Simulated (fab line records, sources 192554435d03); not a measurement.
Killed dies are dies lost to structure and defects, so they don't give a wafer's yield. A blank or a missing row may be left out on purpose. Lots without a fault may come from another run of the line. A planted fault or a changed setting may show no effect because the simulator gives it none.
Split-lot experiment | flow n5_finfet | 7 lots, 39 wafers read, on a route of 1938 steps

THE SPLIT
At N5_BEOL_M11_VIA_ETCH_34 (etches SiCOH lowk in C4F6/O2, target depth 184.5 nm, time 69.2 s), the setting target_depth_a was moved away from the recipe's 1845 angstrom on 15 of the 39 wafers read, by -39.1% to +55.3%. The other wafers ran this setting at the recipe's value.

The reading is taken at the split's own step.

THE READING
SOC_of_BEOL_M11_COAT_63.thk_nm (the simulator's own value, which no gauge read), in nm, at N5_BEOL_M11_VIA_ETCH_34 (etches SiCOH lowk in C4F6/O2, target depth 184.5 nm, time 69.2 s). The file gives no usual value for it. The 24 wafers here that ran the recipe average 92.0 nm, standard deviation 0.31 nm.

wafer  | tool, chamber at the split | target_depth_a as run, angstrom | against the recipe | SOC_of_BEOL_M11_COAT_63.thk_nm, nm | against lot-mates on the recipe
L076.1 | rie_diel-02, 2             | 1845                            | recipe             | 92.2                               | -
L076.2 | rie_diel-02, 1             | 1845                            | recipe             | 91.8                               | -
L076.4 | rie_diel-02, 0             | 1845                            | recipe             | 92                                 | -
L077.1 | rie_diel-03, 0             | 1845                            | recipe             | 91.8                               | -
L077.2 | rie_diel-03, 3             | 1845                            | recipe             | 92.2                               | -
L077.3 | rie_diel-03, 1             | 1845                            | recipe             | 92                                 | -
L077.4 | rie_diel-03, 2             | 1845                            | recipe             | 92                                 | -
L077.5 | rie_diel-03, 0             | 1845                            | recipe             | 91.8                               | -
L077.6 | rie_diel-03, 3             | 1845                            | recipe             | 92                                 | -
L082.1 | rie_diel-04, 1             | 2866                            | +55.3%             | 87.2                               | -4.6
L082.2 | rie_diel-04, 0             | 1845                            | recipe             | 91.8                               | -
L082.3 | rie_diel-04, 3             | 1845                            | recipe             | 91.6                               | -
L082.4 | rie_diel-04, 1             | 1845                            | recipe             | 92                                 | -
L082.5 | rie_diel-04, 3             | 2866                            | +55.3%             | 87                                 | -4.8
L082.6 | rie_diel-04, 0             | 2866                            | +55.3%             | 87.6                               | -4.2
L080.1 | rie_diel-02, 0             | 2672                            | +44.8%             | 88.2                               | -3.6
L080.2 | rie_diel-02, 3             | 2672                            | +44.8%             | 88.6                               | -3.2
L080.3 | rie_diel-02, 1             | 2672                            | +44.8%             | 88.2                               | -3.6
L080.4 | rie_diel-02, 3             | 1845                            | recipe             | 91.6                               | -
L080.5 | rie_diel-02, 0             | 1845                            | recipe             | 91.8                               | -
L080.6 | rie_diel-02, 1             | 1845                            | recipe             | 92                                 | -
L084.1 | rie_diel-04, 0             | 2662                            | +44.3%             | 88.4                               | -3.1
L084.2 | rie_diel-04, 1             | 1845                            | recipe             | 91.6                               | -
L084.3 | rie_diel-04, 3             | 1845                            | recipe             | 91.2                               | -
L084.4 | rie_diel-04, 2             | 2662                            | +44.3%             | 87.8                               | -3.7
L084.5 | rie_diel-04, 3             | 2662                            | +44.3%             | 88.2                               | -3.3
L084.6 | rie_diel-04, 2             | 1845                            | recipe             | 91.6                               | -
L093.1 | rie_diel-04, 0             | 1845                            | recipe             | 92.4                               | -
L093.2 | rie_diel-04, 1             | 1845                            | recipe             | 92.4                               | -
L093.3 | rie_diel-04, 2             | 1845                            | recipe             | 92.2                               | -
L093.4 | rie_diel-04, 3             | 1309                            | -29.1%             | 94.4                               | +2.1
L093.5 | rie_diel-04, 3             | 1309                            | -29.1%             | 94.6                               | +2.3
L093.6 | rie_diel-04, 2             | 1309                            | -29.1%             | 94.4                               | +2.1
L095.1 | rie_diel-03, 1             | 1845                            | recipe             | 92.2                               | -
L095.2 | rie_diel-03, 3             | 1845                            | recipe             | 92.6                               | -
L095.3 | rie_diel-03, 0             | 1124                            | -39.1%             | 95.4                               | +3.1
L095.4 | rie_diel-03, 2             | 1124                            | -39.1%             | 95.4                               | +3.1
L095.5 | rie_diel-03, 1             | 1124                            | -39.1%             | 95.6                               | +3.3
L095.6 | rie_diel-03, 2             | 1845                            | recipe             | 92.2                               | -

THE FIT
A straight line over all 39 wafers: SOC_of_BEOL_M11_COAT_63.thk_nm changes by -0.0855 nm for each +1% of target_depth_a; r = -0.99; the points scatter about the line by 0.29 nm.
The same after taking each lot's own level away (the mean of its wafers on the recipe; 39 wafers): -0.0785 nm for each +1%; r = -1.00; scatter 0.19 nm.
On that fit, the largest move of target_depth_a shifts the reading by 4.3 nm.
The lots' own levels span 91.47 to 92.33 nm, that is 2.8 times the standard deviation above.
So the lot-to-lot level changes the slope little: the two slopes agree.
Check: with one of the wafers moved furthest among these (+55.3%) left out of the fit, the line predicts -4.31 nm for it against its lot-mates. It came out at -4.6 nm against them.

OTHER SPLITS ON THESE WAFERS
These wafers also went through other splits before the reading. Each is held against what the fit with the lots' levels taken away leaves over:
other split on the same wafers            | wafers away from the commonest value | r with SOC_of_BEOL_M11_COAT_63.thk_nm (lot level and that fit taken away)
N5_BEOL_M7_ILD_DEP_00 time_s              | 15                                   | -0.14
N5_BEOL_M10_TRENCH_ETCH_37 target_depth_a | 18                                   | +0.05

THE WHOLE CHAIN: every reading that the file lists as answering this split, in the file's order
step                    | what it does                                                     | reading                                                                         | change (the file's fit)                | r (the file's)
N5_BEOL_M11_VIA_ETCH_34 | etches SiCOH lowk in C4F6/O2, target depth 184.5 nm, time 69.2 s | etch.depth_nm (the simulator's own value, which no gauge read)                  | +1.81 nm for each +1% of the setting   | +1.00
N5_BEOL_M11_VIA_ETCH_34 | etches SiCOH lowk in C4F6/O2, target depth 184.5 nm, time 69.2 s | SOC_of_BEOL_M11_COAT_63.thk_nm (the simulator's own value, which no gauge read) | -0.0785 nm for each +1% of the setting | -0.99

THE FILE'S OWN FIT
SOC_of_BEOL_M11_COAT_63.thk_nm changes by -0.0785 nm for each +1% of target_depth_a, r = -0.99.
